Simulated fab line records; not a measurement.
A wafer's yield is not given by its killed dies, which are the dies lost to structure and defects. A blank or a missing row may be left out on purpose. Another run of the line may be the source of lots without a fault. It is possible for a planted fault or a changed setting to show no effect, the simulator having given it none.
fab line records ; flow n5_finfet
record lots=4; wafers=12; last_day=13
route steps=1938 shown BEOL_M1@829 BEOL_M2@841 BEOL_M4@1111 PASSIVATION@1936
lots that met no fault: from a run of the same line without faults
start_h: the number of hours between the record's first day and the start of the first shown wafer of the lot ; wait_h: how many hours have passed since the lot's step before this one ; " same as the row above ; L1.1+2: several wafers, shown together as one row ; - either no value or no given start ; * or withheld: withheld ; < > ~ a bound
route shown NAME@n: names a module that has steps shown in the file, with the first one's number in the route ; usual: mean and standard deviation over wafers with no fault ; same: alike in all rows ; chamber/n: place in a boat ; sites: the reading at each site ; _std_site: the standard deviation of these ; _edge_site: outer sites' mean less inner sites' ; radius_mm: how far each site lies from the wafer's centre ; mask NAME#n: copy n ; behind: tool/chamber where the wafer was last shaped ; hold: why the lot was held/for how many hours/how that ended ; device: the n, p or np transistor that did not switch ; end of line: the tests these same wafers got at the end of their route ; for a step that has no rows: nothing shown but its recipe ; killed: count of dies lost to structure and defects at first sort (not the wafer's yield) ; map: a wafer's dies, x killed, . not, _ none there
set.NAME: the setting that was run; set.NAME@STEP: the one run at that earlier step ; model.NAME: the simulator's own value behind a step, which no gauge read
lots at selected steps of the route; one table per step, one row per wafer
services: when a tool's chamber went out of use (start_h, in hours from the record's first day, below 0 if earlier), for how many hours, and the reason
## steps
# step N5_BEOL_M1_ANNEAL_95
# recipe temp_c=400; time_s=240; ambient=vacuum
# step N5_BEOL_M1_SPUTTER_96
# recipe material=Cu; target_thk_a=45; temp_c=-20; chamber_pressure_pa=0.07; power_w=withheld; time_s=8.29
# step N5_BEOL_M1_ECD_50
# recipe material=Cu; target_thk_a=3000
# step N5_BEOL_M1_ANNEAL_51
# recipe temp_c=225; time_s=90; ambient=N2
# step N5_BEOL_M1_CMP_52
# recipe stop_on=SiOC; t_overpolish_s=6.8; down_force_psi=1; platen_rpm=50; clearing_platen_down_force_psi=1.5; clearing_platen_rpm=50; post_cmp_clean=cu_alkaline; target_thk_nm=40; clearing_platen_pad_velocity_m_s=0.99484; pad_velocity_m_s=0.99484
# step N5_BEOL_M1_PRE_CLEAN_60
# recipe gas=NH3/H2; time_s=15; temp_c=*; rf_power_w=300
# step N5_BEOL_M1_CO_CAP_55
# recipe material=Co; target_thk_a=20; temp_c=200; precursor=CCTBA/H2; pressure_torr=30; time_s=102.1
# step N5_BEOL_M1_PRE_CLEAN_56
# recipe gas=NH3; time_s=15; temp_c=withheld; rf_power_w=300
# step N5_BEOL_M1_DEP_57
# recipe material=SiCN; target_thk_a=80; temp_c=withheld; precursor=3MS/NH3; pressure_torr=3; rf_w=202; time_s=14
# step N5_BEOL_M2_ILD_DEP_00
# recipe material=SiOC; target_thk_a=790; temp_c=350; precursor=DEMS/O2; pressure_torr=5; rf_w=500; time_s=15.3
# usual heater_power_w=465/93; rf_fwd_power_W=493.2/2.7; showerhead_plenum_p_Torr=5.693/0.017; throttle_valve_pct=11.7/0.73
lot.wafer;tool;chamber;start_h;wait_h;heater_power_w;rf_fwd_power_W;showerhead_plenum_p_Torr;throttle_valve_pct;model.SiOC_of_BEOL_M2_ILD_DEP_00.thk_nm
L461.1;pecvd-04;1;144.33;0.0;462;493.6;5.678;11.7;78.2
L461.2;pecvd-04;2;144.33;0.0;496;487.2;5.705;12.7;79
L461.5;pecvd-04;0;144.33;0.0;378;491.7;5.699;11.5;77.6
L464.2;pecvd-04;0;162.47;0.0;371;-;5.699;11.2;54.4
L464.3;pecvd-04;0;162.47;0.0;377;-;5.703;11.1;55.4
L464.6;pecvd-04;0;162.47;0.0;380;494.3;5.688;11.1;78
L465.1;pecvd-04;1;165.82;0.0;471;493.2;5.669;11.8;76.2
L465.4;pecvd-04;1;165.82;0.0;466;-;5.670;11.6;53.8
L465.6;pecvd-04;0;165.82;0.0;358;494.6;5.682;11.4;76.6
L468.2;pecvd-03;1;193.42;0.0;603;491.0;5.697;13.0;76.6
L468.5;pecvd-03;2;193.42;0.0;499;497.2;5.686;11.5;80
L468.6;pecvd-03;1;193.42;0.0;591;489.8;5.699;13.2;77.8
# step N5_BEOL_M2_THK_MEAS_01
# recipe reads=SiOC_of_BEOL_M2_ILD_DEP_00
# usual M2_ILD_THK=78.4/1.2
lot.wafer;tool;chamber;start_h;wait_h;M2_ILD_THK[nm]
L461.1;film_metro-02;-;144.40;0.0;78.1
L461.2;film_metro-02;-;144.40;0.0;78.9
L461.5;film_metro-02;-;144.40;0.0;77.6
L464.2;film_metro-02;-;162.55;0.1;54.3
L464.3;film_metro-02;-;162.55;0.1;55.4
L464.6;film_metro-02;-;162.55;0.1;78.0
L465.1;film_metro-02;-;165.91;0.1;76.3
L465.4;film_metro-02;-;165.91;0.1;53.8
L465.6;film_metro-02;-;165.91;0.1;76.7
L468.2;film_metro-01;-;193.48;0.1;76.6
L468.5;film_metro-01;-;193.48;0.1;79.9
L468.6;film_metro-01;-;193.48;0.1;77.7
# step N5_BEOL_M2_PECVD_72
# recipe material=SiO2; target_thk_a=160; temp_c=400; precursor=TEOS/O2; pressure_torr=5.5; rf_w=450; teos_flow_sccm=53.8; gas=O2; flow_sccm=3000; time_s=18
# step N5_BEOL_M2_HM_DEP_02
# recipe material=TiN; target_thk_a=200; temp_c=25; chamber_pressure_pa=0.49996
# step N5_BEOL_M2_COAT_61
# recipe resist=SOC; temp_c=250; time_s=60; spin_rpm=1500; resist_thk_nm=60
# step N5_BEOL_M2_COAT_62
# recipe resist=SiARC; temp_c=220; time_s=60; spin_rpm=1500; resist_thk_nm=12
# step N5_BEOL_M2_COAT_73
# recipe resist=underlayer; temp_c=205; time_s=60; spin_rpm=1500; resist_thk_nm=5
# step N5_BEOL_M2_COAT_05
# recipe resist=CAR-EUV; spin_rpm=1500; resist_thk_nm=30
# step N5_BEOL_M2_EBR_07
# recipe solvent=PGMEA; ebr_width_mm=1.5
# step N5_BEOL_M2_SOFTBAKE_06
# recipe temp_c=110; time_s=60; resist=CAR-EUV
# step N5_BEOL_M2_EXPOSE_08
# recipe mask_id=M2; na=0.33; source_shape=dipole; sigma_inner=0.369; sigma_outer=0.767; polarization=unpolarized; dose_mj=41.25
# step N5_BEOL_M2_PEB_09
# recipe peb_temp_c=100; peb_time_s=60; resist=CAR-EUV
# step N5_BEOL_M2_DEVELOP_10
# recipe develop_time_s=30; developer=TMAH; resist=CAR-EUV; rinse_liquid=surfactant_rinse; dry=air_spin; dev_temp_c=23
# step N5_BEOL_M2_DESCUM_16
# recipe chemistry=O2; time_s=7; source_power_w=50; bias_power_w=20; pressure_mtorr=20; rf_frequency_hz=2.712e+07; temp_c=40; resist=CAR-EUV; o2_flow_sccm=225
# step N5_BEOL_M2_ETCH_74
# recipe chemistry=N2/H2; target=underlayer; target_depth_a=65; mask_material=CAR-EUV; time_s=5.2; ion_energy_ev=200; pressure_mtorr=30; source_w=840; bias_w=150; n2_flow_sccm=200; h2_flow_sccm=200; ends=cleared
# step N5_BEOL_M2_ETCH_63
# recipe chemistry=CF4; target=SiARC; target_depth_a=156; mask_material=CAR-EUV; time_s=26; ion_energy_ev=80; pressure_mtorr=40; source_w=545; bias_w=36; Ar_flow_sccm=100; cf4_flow_sccm=100; ends=cleared
# step N5_BEOL_M2_ETCH_64
# recipe chemistry=N2/H2; target=SOC; target_depth_a=750; overetch_a=225; mask_material=SiARC; temp_c=40; time_s=121.9; ion_energy_ev=200; pressure_mtorr=30; source_w=840; bias_w=150; n2_flow_sccm=200; h2_flow_sccm=200
# step N5_BEOL_M2_STRIP_65
# recipe chemistry=N2/H2; temp_c=40; n2_flow_sccm=200; h2_flow_sccm=200; rf_frequency_hz=6e+07
# step N5_BEOL_M2_STRIP_75
# recipe chemistry=N2/H2; temp_c=40; n2_flow_sccm=200; h2_flow_sccm=200; rf_frequency_hz=6e+07
# step N5_BEOL_M2_STRIP_66
# recipe chemistry=CF4; resist=SiARC; power_w=300; bias_power_w=75; pressure_mtorr=50; cf4_flow_sccm=150; rf_frequency_hz=6e+07
# step N5_BEOL_M2_HM_OPEN_17
# recipe chemistry=Cl2/BCl3; target_depth_a=200; overetch_a=60; target=TiN; mask_material=SOC; ion_energy_ev=150; pressure_mtorr=10; icp_w=1000; bias_w=126; Cl2_flow_sccm=53.25; bcl3_flow_sccm=21.75; Ar_flow_sccm=25
# step N5_BEOL_M2_STRIP_19
# recipe chemistry=O2; power_w=400; temp_c=40; pressure_mtorr=30; rf_frequency_hz=6e+07; bias_power_w=0; overash_fraction=0.2; o2_flow_sccm=225
# step N5_BEOL_M2_COAT_67
# recipe resist=SOC; temp_c=250; time_s=60; spin_rpm=1500; resist_thk_nm=60
# step N5_BEOL_M2_COAT_68
# recipe resist=SiARC; temp_c=220; time_s=60; spin_rpm=1500; resist_thk_nm=12
# step N5_BEOL_M2_COAT_76
# recipe resist=underlayer; temp_c=205; time_s=60; spin_rpm=1500; resist_thk_nm=5
# step N5_BEOL_M2_COAT_22
# recipe resist=CAR-EUV; spin_rpm=1500; resist_thk_nm=30
# step N5_BEOL_M2_CMP_52
# recipe stop_on=SiOC; t_overpolish_s=6.8; down_force_psi=1; platen_rpm=50; clearing_platen_down_force_psi=1.5; clearing_platen_rpm=50; post_cmp_clean=cu_alkaline; target_thk_nm=40; clearing_platen_pad_velocity_m_s=0.99484; pad_velocity_m_s=0.99484
# usual motor_current_A=6.4/0.78; pad_life_wafers=1144/480
lot.wafer;tool;chamber;start_h;wait_h;motor_current_A;pad_life_wafers;model.SiOC_of_BEOL_M2_ILD_DEP_00.thk_nm
L461.1;cmp-02;0;153.44;0.3;6.3;930;75.2
L461.2;cmp-02;1;153.44;0.3;5.7;931;76
L461.5;cmp-02;0;153.44;0.3;6.1;-;74.6
L464.3;cmp-02;3;169.21;0.2;6.0;1057;52.4
L464.2;cmp-02;0;169.21;0.2;6.4;1058;51.4
L464.6;cmp-02;3;169.21;0.2;5.6;-;75
L465.1;cmp-03;3;178.07;0.3;7.5;900;73.2
L465.4;cmp-03;0;178.07;0.3;7.3;901;50.8
L465.6;cmp-03;3;178.07;0.3;7.7;-;73.6
L468.2;cmp-02;2;202.23;0.2;6.0;1279;73.6
L468.6;cmp-02;1;202.23;0.2;5.6;-;74.8
L468.5;cmp-02;2;202.23;0.2;5.9;-;77
# step N5_BEOL_M4_RC_MEAS_101
# usual DIBL_N=37.0/1.7; DIBL_P=36.7/2; IOFF_N=0.17/0.035; IOFF_P=0.22/0.035; ION_N=672/12; ION_P=461/7.5; SS_N=71.6/0.67; SS_P=73.4/0.64; VT_N=250/3.5; VT_P=-250/3.5
lot.wafer;tool;chamber;start_h;wait_h;DIBL_N[mV/V];DIBL_P[mV/V];IOFF_N[nA/um];IOFF_P[nA/um];ION_N[uA/um];ION_P[uA/um];SS_N[mV/dec];SS_P[mV/dec];VT_N[mV];VT_P[mV]
L461.1;prober-01;0;175.77;0.0;35.1;36.8;0.14;0.18;656;450;71.9;73.4;251;-252
L461.2;prober-01;0;175.77;0.0;35.9;38.3;0.15;0.20;682;467;71.5;74.0;252;-252
L461.5;prober-01;0;175.77;0.0;34.4;37.0;0.13;0.19;671;469;72.1;72.9;251;-252
L464.2;prober-02;0;193.20;0.2;38.1;37.3;0.18;0.21;667;448;72.1;73.8;249;-253
L464.3;prober-02;0;193.20;0.2;41.8;40.9;0.27;0.27;685;456;72.6;75.3;241;-250
L464.6;prober-02;0;193.20;0.2;37.6;36.0;0.16;0.19;677;455;71.5;72.8;249;-251
L465.1;prober-01;0;196.15;0.0;35.6;36.2;0.14;0.20;668;458;71.8;72.9;251;-251
L465.4;prober-01;0;196.15;0.0;39.0;38.9;0.22;0.26;695;469;72.3;73.1;244;-247
L465.6;prober-01;0;196.15;0.0;36.1;36.4;0.15;0.21;659;453;71.6;73.6;251;-249
L468.2;prober-01;0;219.60;0.2;36.3;36.8;0.15;0.20;679;467;71.2;73.0;252;-254
L468.5;prober-01;0;219.60;0.2;37.4;37.9;0.17;0.22;675;460;72.6;74.0;250;-252
L468.6;prober-01;0;219.60;0.2;38.9;38.5;0.20;0.22;676;459;72.7;73.7;248;-251
# step N5_PASSIVATION_PROBE_49
# usual defect_limited_yield=91.1/1.3; killed_at_M0_to_M3=35/11; killed_at_M4_up=13/5.4; killed_at_contacts=14/6.5; killed_at_front_end=41/11; killed_at_other=4/3.1; killed_dies=106/15; killed_on_rim=14/3.7; killed_open=69/12; killed_short=35/7; sort_bin_5_function=5.2/0.86; sort_bin_6_memory=3.4/0.64; sort_n_pass=1074/15; sort_yield_pct=91.0/1.3
# same gross_dies=1180; killed_at_back_side=0; sort_bin_4_leakage[%]=0; sort_bin_8_speed[%]=0
lot.wafer;tool;chamber;start_h;wait_h;defect_limited_yield[%];killed_at_M0_to_M3;killed_at_M4_up;killed_at_contacts;killed_at_front_end;killed_at_other;killed_dies;killed_on_rim;killed_open;killed_short;sort_bin_5_function[%];sort_bin_6_memory[%];sort_n_pass;sort_yield_pct[%]
L464.2;prober-01;-;293.49;0.1;67.8;328;8;14;28;2;380;121;64;34;4.7;3.1;800;67.8
L464.3;prober-01;-;293.54;0.1;65.4;351;14;12;31;0;408;127;65;29;4.4;3.6;772;65.4
L465.1;prober-02;-;295.59;0.0;90.3;21;15;18;57;4;115;16;76;38;6.1;3.5;1065;90.3
L465.4;prober-02;-;295.74;0.2;64.1;351;10;13;45;5;424;130;73;28;5.7;2.8;756;64.1
L465.6;prober-02;-;295.84;0.3;90.7;29;5;21;48;7;110;14;73;35;5.2;4.1;1070;90.7
L468.2;prober-01;-;316.00;0.1;92.8;31;9;14;28;3;85;7;60;25;3.7;3.3;1095;92.8
L468.5;prober-01;-;316.15;0.2;91.4;12;8;20;51;11;102;10;76;26;5.9;2.7;1078;91.4
L468.6;prober-01;-;316.20;0.3;93.6;8;14;11;34;8;75;6;54;19;4.4;1.7;1105;93.6
# killed by level:class
L464.2 BEOL_M2:area_dep=280 MOL_CONTACT_COAG:geometric_particle:open=12 BEOL_M1:geometric_particle:open=9 FIN_SAQP:geometric_particle:open=8 BEOL_M3:geometric_particle:open=8 BEOL_M3:geometric_particle:short=7 BEOL_M2:geometric_particle:open=6 GATE_CUT:geometric_particle:short=5
L464.3 BEOL_M2:area_dep=312 MOL_CONTACT_COAG:geometric_particle:open=11 BEOL_M0_SAQP:geometric_particle:open=11 STI_FIN_REVEAL:geometric_particle:open=8 BEOL_M0_SAQP:geometric_particle:short=7 DUMMY_GATE:geometric_particle:open=6 BEOL_M3:geometric_particle:open=6 BEOL_M3:geometric_particle:short=6
L465.1 FIN_SAQP:geometric_particle:open=18 MOL_CONTACT_COAG:geometric_particle:open=15 STI_FIN_REVEAL:geometric_particle:open=10 FIN_SAQP:geometric_particle:short=8 DUMMY_GATE:geometric_particle:open=7 BEOL_M0_SAQP:geometric_particle:short=6 STI_FIN_REVEAL:geometric_particle:short=5 BEOL_M0_SAQP:geometric_particle:open=5
L465.4 BEOL_M2:area_dep=322 STI_FIN_REVEAL:geometric_particle:open=16 BEOL_M2:geometric_particle:open=14 MOL_CONTACT_COAG:geometric_particle:open=10 FIN_SAQP:geometric_particle:short=5 BEOL_M0_SAQP:geometric_particle:short=5 STARTING-WAFER:geometric_particle:short=4 STARTING-WAFER:geometric_particle:open=4
L465.6 MOL_CONTACT_COAG:geometric_particle:open=17 STI_FIN_REVEAL:geometric_particle:open=11 FIN_SAQP:geometric_particle:short=9 FIN_SAQP:geometric_particle:open=8 BEOL_M0_SAQP:geometric_particle:open=8 BEOL_M0:geometric_particle:open=7 BEOL_M0_SAQP:geometric_particle:short=4 DUMMY_GATE:geometric_particle:short=3
L468.2 BEOL_M3:geometric_particle:open=13 MOL_CONTACT_COAG:geometric_particle:open=10 FIN_SAQP:geometric_particle:open=9 BEOL_M0_SAQP:geometric_particle:short=7 DUMMY_GATE:geometric_particle:open=5 MOL_CONTACT_COAG:geometric_particle:short=4 STI_FIN_REVEAL:geometric_particle:open=3 BEOL_M1:geometric_particle:open=3
L468.5 MOL_CONTACT_COAG:geometric_particle:open=16 STI_FIN_REVEAL:geometric_particle:open=15 FIN_SAQP:geometric_particle:open=12 BEOL_M3:geometric_particle:open=6 STI_FIN_REVEAL:geometric_particle:short=5 MOL_CONTACT_COAG:geometric_particle:short=4 STARTING-WAFER:geometric_particle:short=4 BEOL_M8:geometric_particle:open=4
L468.6 FIN_SAQP:geometric_particle:open=6 STI_FIN_REVEAL:geometric_particle:open=6 MOL_CONTACT_COAG:geometric_particle:open=6 GATE_CUT:geometric_particle:short=4 MOL_CONTACT_COAG:geometric_particle:short=4 BEOL_M7:geometric_particle:open=4 BEOL_M8:geometric_particle:open=4 PAD_METAL:geometric_particle:short=4
# map L464.3 (x killed, . not)
_________________xxxxxxx...xx________________
______________x..xxxxxxxxxxxx.xx_____________
___________xxx.xx.x.x..x..xxxxxxxxx__________
__________xxxxxx........x...xx.x.xx._________
________xx..xxxx.....x.xxx...x.x.xxx.x_______
_______xx.x.....x..............xxx.xxx.______
______xxx.............x......x......xxx._____
_____.xxxx............x....x..x...x...x.x____
____xxx.x......x.................x....xxxx___
___x.xx.xx..x....x..................x..xxxx__
___xx......xx.................x.......x.xxx__
__xxx.x.x...x.............x.....x..x.x..xxx._
__x..x................x.........x.....xxxxxx_
_xx.xx..........................x....xx.x.xxx
_xxxxxxx...........x........x......x.....xx..
_.xxx.x..........x....x...x........xx.xx.xxxx
_..xxxx..x.......x......x....x..........xxxx.
_x.x..x..x...............x...............xxxx
_x...xx.................x................xxxx
_xx....x............x...x.....x........x.xx.x
_xxxx.x....................x.............xxxx
__xxx....x............x.............x.xx.xxx_
__xxxx....x.........................x.xx..xx_
___x..xx..x..x.x....x.....xx...........xxxx__
___xxx.....xx.....x............x...xx...x.x__
____xxxx..xx.....x.x..........x..x..xx..xx___
_____xxxxx..x.......x.x..............xxxx____
______xxxxxx..................x..x.x..xx_____
_______xxxxxx.xxx...x...x.......x.x...x______
________x.xx.xx.........xx.....xx...xx_______
__________xxxxxx.x..x..x..xx..x.xxxx_________
___________xxxx.xxx..x.xxxx.xxxxxxx__________
______________xxxxxxx.xxxxxxxxxx_____________
_________________xxxxxxxxxx.x________________
# map L465.4 (x killed, . not)
_________________.xxxx.xxx.xx________________
______________xxxxxxxxxx...xxx.x_____________
___________xxxxx...xxx.x..xxxxxxxxx__________
__________xx..x.xxx..xx...xxx.x..xx._________
________xxxxx.xx.xx...........xx..xxxx_______
_______xxxxxx...xx...x.x...x....x.x.x.x______
______xx.x.x...x...x..xx.x.......xxxx..x_____
_____.xx...........................xx....____
____xxxxxxx...x........x.xx..........xxxxx___
___xxxx...x.........................x.x..xx__
___xxxxxx............x................xxxxx__
__xxxxxx....x.....x.....xx............x..xxx_
__xx.x.xxx..x.xx.........x.............xx.x._
_xxx.x.xx.....x........................xxxx.x
_xxxx.xx....x........xx....x...x.......x...xx
_xxxxx.xx.......x.....................x..x.xx
_xxx.....x......x.............x.....x.....xxx
_xx..xx...x................x............xx..x
_xxxxxxx...............x.x..xx....x.......xxx
_xxxxx.x...x......................x......x.xx
_xxxxx.x............................x....xxxx
__.xxx...........................xx.....xxxx_
__xx..x.xx......xx............x..........x.._
___.x.x..x.............xx......x...x.x...x.__
___xx.x........x............x.......x.xx.xx__
____xx.x.xx...........x..x........xx.xxxxx___
_____xx.xxx.x...x.......x......xxx.xxx.xx____
______xxx.x....x......x...x.x....x...xxx_____
_______xx.xxx..x.xx.........xx.....xxxx______
________xxxx.x.xx..x..x...x.....x.xxxx_______
__________x.xxx...xxx....xxxx..xxxxx_________
___________xxxxx.....xx..xxxx.xx..x__________
______________xxxxx.xx.x.xxx.xxx_____________
_________________xxxxx.xxxxxx________________
## services
tool;chamber;start_h;hours;kind
pecvd-03;1;121.03;2.1;scheduled_down
cmp-02;-;140.98;2.3;repair
pecvd-03;0;159.78;2.1;scheduled_down
cmp-02;-;187.36;5.6;pm
pecvd-04;2;202.38;-;clean
pecvd-04;2;202.38;-;consumable_replace:showerhead
pecvd-04;2;202.38;29.0;scheduled_down
pecvd-04;2;202.38;29.0;vent_cycle
## key
first_sign step=N5_BEOL_M2_THK_MEAS_01; reading=M2_ILD_THK; direction=down; sigmas=19; usual=78.4; struck=54.5
effect step=N5_PASSIVATION_PROBE_49; reading=killed_at_M0_to_M3; direction=up; sigmas=28; usual=35; struck=343
model_effect step=N5_BEOL_M2_ILD_DEP_00; value=SiOC_of_BEOL_M2_ILD_DEP_00.thk_nm; without=77.2; struck=54.53
model_effect step=N5_BEOL_M2_CMP_52; value=SiOC_of_BEOL_M2_ILD_DEP_00.thk_nm; without=74.2; struck=51.53
more_kills_born_at N5_BEOL_M2_ILD_DEP_00@pecvd-04=914
met_at N5_BEOL_M2_ILD_DEP_00
struck_wafers L464.2,L464.3,L465.4
onset_between 144.33 162.47
fault kind=process_parameter_drift; tool=pecvd-04; chamber=-; onset_h=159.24; steps=N5_BEOL_M2_ILD_DEP_00; channel=time_s; offset=*; shape=step; end_h=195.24; scope=struck_wafers_only; acts_in=*; stated=*
